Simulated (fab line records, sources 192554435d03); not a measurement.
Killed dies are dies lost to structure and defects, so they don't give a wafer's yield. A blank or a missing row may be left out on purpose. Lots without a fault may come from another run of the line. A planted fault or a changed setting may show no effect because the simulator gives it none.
Which tool did it? | flow n5_finfet | 24 lots, 72 wafers sampled, at 3 steps of a route of 1938

WHAT THE GAUGES READ, wafer by wafer
N5_BEOL_M13_INSPECT_12: inspects for defects (macro).
lot  | measured     | on                | raw_defect_count
L075 | day 13 16:08 | defect_inspect-01 | 0 1 2
L074 | day 13 19:15 | defect_inspect-02 | 3 0 1
L076 | day 13 23:33 | defect_inspect-01 | 1 1 2
L078 | day 14 02:10 | defect_inspect-02 | 4 0 5
L077 | day 14 16:04 | defect_inspect-02 | 4 6 2
L079 | day 14 21:23 | defect_inspect-01 | 1 1 4
L081 | day 15 16:04 | defect_inspect-01 | 1 2 0
L084 | day 16 01:29 | defect_inspect-02 | 0 1 4
L082 | day 16 06:16 | defect_inspect-01 | 1 4 1
L080 | day 16 13:17 | defect_inspect-02 | 4 5 2
L083 | day 16 13:28 | defect_inspect-01 | 2 4 3
L087 | day 16 17:34 | defect_inspect-02 | 1 2 1
L085 | day 17 08:57 | defect_inspect-01 | 2 2 2
L088 | day 17 14:08 | defect_inspect-02 | 1 2 1
L089 | day 18 04:17 | defect_inspect-02 | 0 0 1
L090 | day 18 04:26 | defect_inspect-01 | 2 0 1
L091 | day 18 07:08 | defect_inspect-01 | 1 0 1
L093 | day 18 08:28 | defect_inspect-01 | 3 5 3
L095 | day 18 13:08 | defect_inspect-02 | 2 2 4
L086 | day 18 13:53 | defect_inspect-01 | 3 2 3
L094 | day 19 01:12 | defect_inspect-02 | 1 1 2
L092 | day 19 02:20 | defect_inspect-02 | 2 4 0
L097 | day 19 07:56 | defect_inspect-01 | 0 2 5
L096 | day 19 09:20 | defect_inspect-01 | 2 0 0

N5_BEOL_M13_CD_MEAS_28: target cd 209.5 nm.
lot  | measured     | on        | cd_nm (nm)
L075 | day 13 17:01 | cd_sem-03 | 208.9 209.6 208.2
L074 | day 13 20:31 | cd_sem-01 | 208.7 208.7 210.2
L076 | day 14 00:30 | cd_sem-01 | 208.2 207.1 207.4
L078 | day 14 03:14 | cd_sem-03 | 208.5 207.8 209.7
L077 | day 14 16:58 | cd_sem-03 | 209.1 208.7 207.0
L079 | day 14 22:17 | cd_sem-03 | 209.4 209.2 207.8
L081 | day 15 16:58 | cd_sem-03 | 209.6 210.1 208.5
L084 | day 16 02:23 | cd_sem-02 | 210.0 209.9 208.2
L082 | day 16 07:17 | cd_sem-02 | 210.3 211.1 209.6
L080 | day 16 14:10 | cd_sem-01 | 209.6 209.7 210.4
L083 | day 16 14:29 | cd_sem-03 | 208.8 208.1 207.6
L087 | day 16 18:40 | cd_sem-02 | 209.3 210.9 209.5
L085 | day 17 09:58 | cd_sem-01 | 209.9 209.7 209.5
L088 | day 17 15:02 | cd_sem-01 | 207.2 209.2 208.0
L089 | day 18 05:11 | cd_sem-01 | 209.5 209.7 208.4
L090 | day 18 05:27 | cd_sem-01 | 209.8 209.5 210.5
L091 | day 18 08:05 | cd_sem-03 | 209.8 208.5 208.4
L093 | day 18 09:31 | cd_sem-02 | 209.4 209.7 206.9
L095 | day 18 14:09 | cd_sem-02 | 209.1 210.0 210.0
L086 | day 18 14:55 | cd_sem-02 | 207.6 207.3 206.6
L094 | day 19 02:08 | cd_sem-02 | 209.2 208.1 208.3
L092 | day 19 03:22 | cd_sem-03 | 211.1 209.8 211.3
L097 | day 19 08:58 | cd_sem-03 | 209.1 208.0 208.1
L096 | day 19 10:15 | cd_sem-02 | 209.2 208.4 208.9

WHICH TOOL RAN EACH LOT (tool, then ch and the chambers of the sampled wafers, then the start)
lot  | N5_BEOL_M12_SPUTTER_45
L075 | pvd_sputter-01, day 13 14:23
L074 | pvd_sputter-03, day 13 17:41
L076 | pvd_sputter-02, day 13 21:52
L078 | pvd_sputter-01, day 14 00:13
L077 | pvd_sputter-01, day 14 14:27
L079 | pvd_sputter-01, day 14 19:51
L081 | pvd_sputter-01, day 15 14:20
L084 | pvd_sputter-03, day 15 22:25
L082 | pvd_sputter-03, day 16 04:43
L080 | pvd_sputter-02, day 16 11:34
L083 | pvd_sputter-01, day 16 11:55
L087 | pvd_sputter-01, day 16 15:49
L085 | pvd_sputter-01, day 17 07:14
L088 | pvd_sputter-02, day 17 12:26
L089 | pvd_sputter-02, day 18 02:43
L090 | pvd_sputter-03, day 18 02:44
L091 | pvd_sputter-03, day 18 05:30
L093 | pvd_sputter-03, day 18 06:50
L095 | pvd_sputter-02, day 18 11:34
L086 | pvd_sputter-02, day 18 12:05
L094 | pvd_sputter-01, day 18 23:32
L092 | pvd_sputter-02, day 19 00:40
L097 | pvd_sputter-02, day 19 06:16
L096 | pvd_sputter-03, day 19 07:22
- N5_BEOL_M12_SPUTTER_45: material Cu, target thk 80 nm, time 13.33 s.

WHAT THE TOOLS THEMSELVES READ (means of the sampled wafers that have a number; where no wafer has one, the mark that the record gives instead)
N5_BEOL_M12_SPUTTER_45.
lot  | tool           | chuck_sensor_temp_C (C) | throttle_valve_pct (%)
L075 | pvd_sputter-01 | -16.4                   | 29.6
L074 | pvd_sputter-03 | -16.2                   | 30.7
L076 | pvd_sputter-02 | -15.8                   | 30.6
L078 | pvd_sputter-01 | -16.2                   | 28.9
L077 | pvd_sputter-01 | -16.1                   | 29.0
L079 | pvd_sputter-01 | -16.1                   | 29.0
L081 | pvd_sputter-01 | -15.8                   | 29.9
L084 | pvd_sputter-03 | -16.3                   | 29.7
L082 | pvd_sputter-03 | -16.3                   | 29.0
L080 | pvd_sputter-02 | -15.4                   | 29.2
L083 | pvd_sputter-01 | -15.7                   | 29.4
L087 | pvd_sputter-01 | -16.2                   | 29.0
L085 | pvd_sputter-01 | -15.9                   | 29.7
L088 | pvd_sputter-02 | -15.4                   | 29.5
L089 | pvd_sputter-02 | -15.4                   | 29.9
L090 | pvd_sputter-03 | -16.3                   | 30.4
L091 | pvd_sputter-03 | -16.3                   | 29.9
L093 | pvd_sputter-03 | -16.4                   | 29.9
L095 | pvd_sputter-02 | -15.5                   | 29.5
L086 | pvd_sputter-02 | -15.6                   | 29.8
L094 | pvd_sputter-01 | -16.4                   | 29.7
L092 | pvd_sputter-02 | -15.6                   | 29.8
L097 | pvd_sputter-02 | -15.6                   | 29.7
L096 | pvd_sputter-03 | -16.1                   | 30.3

THE ANSWER, worked out from the rows above alone
Rule: what is usual is taken from the lots themselves. Put in order of their means at a reading, lots are off if they are a third of the lots or fewer, leave a main group of 4 or more, and stand apart from it by a gap of 3 or more times the standard deviation of the main group's means; of several such gaps the widest counts. A main group whose means are all the same, to the digits that the tables above print for the reading, isn't used. A lot without any number at a reading at which 4 lots or more have one is off too. The other lots that the step has rows for count as sound. The gauges are gone through in route order, then the tools' own readings, and for those a lot's mean is taken as printed above. The first step at which some lot is off is used, and at that step the reading that is off furthest; a lot without a number counts as furthest.
No lot is off at any reading shown: from this, nothing can be told.

WHAT THE SIMULATOR HAD PUT IN
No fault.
